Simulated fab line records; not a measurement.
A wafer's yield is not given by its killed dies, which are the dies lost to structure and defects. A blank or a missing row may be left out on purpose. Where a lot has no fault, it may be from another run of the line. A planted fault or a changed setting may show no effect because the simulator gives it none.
Matching of chambers	flow n5Finfet	N5_HKMG_FIN_PWFM_ALD_03 on aldMetal-03: 4 sister chambers
The step deposits TiN, target thk 2 nm, pulse time 1 s, purge time 3 s. 8 wafers are shown with their chamber, then 9 later ones without.

## EACH WAFER AND ITS CHAMBER
wafer	chamber	heaterPowerW (W)	precursorPulseHeightRel
L080.3	1	920	0.989
L080.4	0	757	0.998
L080.5	2	896	0.953
L082.1	0	725	1.029
L082.4	2	890	1.011
L085.1	3	962	0.982
L085.2	1	903	1.024
L085.6	3	930	1.029

## WAFERS WHOSE CHAMBER IS MISSING
wafer	heaterPowerW (W)	precursorPulseHeightRel
L090.1	925	1.010
L090.2	741	1.025
L090.4	894	0.985
L091.2	964	1.029
L091.4	913	1.006
L091.5	908	1.028
L096.2	934	1.027
L096.3	731	1.007
L096.5	900	1.014

## THE CHAMBER EACH PASSED THROUGH
wafer	from the rows above	in truth
L090.1	can't be placed: 1 or 3 or 2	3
L090.2	0	0
L090.4	can't be placed: 2 or 1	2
L091.2	can't be placed: 3 or 1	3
L091.4	can't be placed: 1 or 2 or 3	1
L091.5	can't be placed: 1 or 2 or 3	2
L096.2	can't be placed: 3 or 1 or 2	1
L096.3	0	0
L096.5	can't be placed: 1 or 2 or 3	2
2 of 9 placed correctly. From these rows, 7 cannot be placed; in 7 the true chamber is one of the candidates. Number placed wrongly: 0.
How it was worked out, from the rows above alone: a wafer's distance from a chamber is the root of the sum, over the readings, of the square of ((its reading less the chamber's mean) divided by the reading's scatter). The wafer belongs to the nearest chamber; if the next one is less than 2 further off, it can't be placed. Each chamber's mean is taken over the wafers shown for it. How the scatter is found: for the shown wafers, subtract from each reading the mean of its chamber, square and add these, divide the total by (wafers less chambers), then take the root.
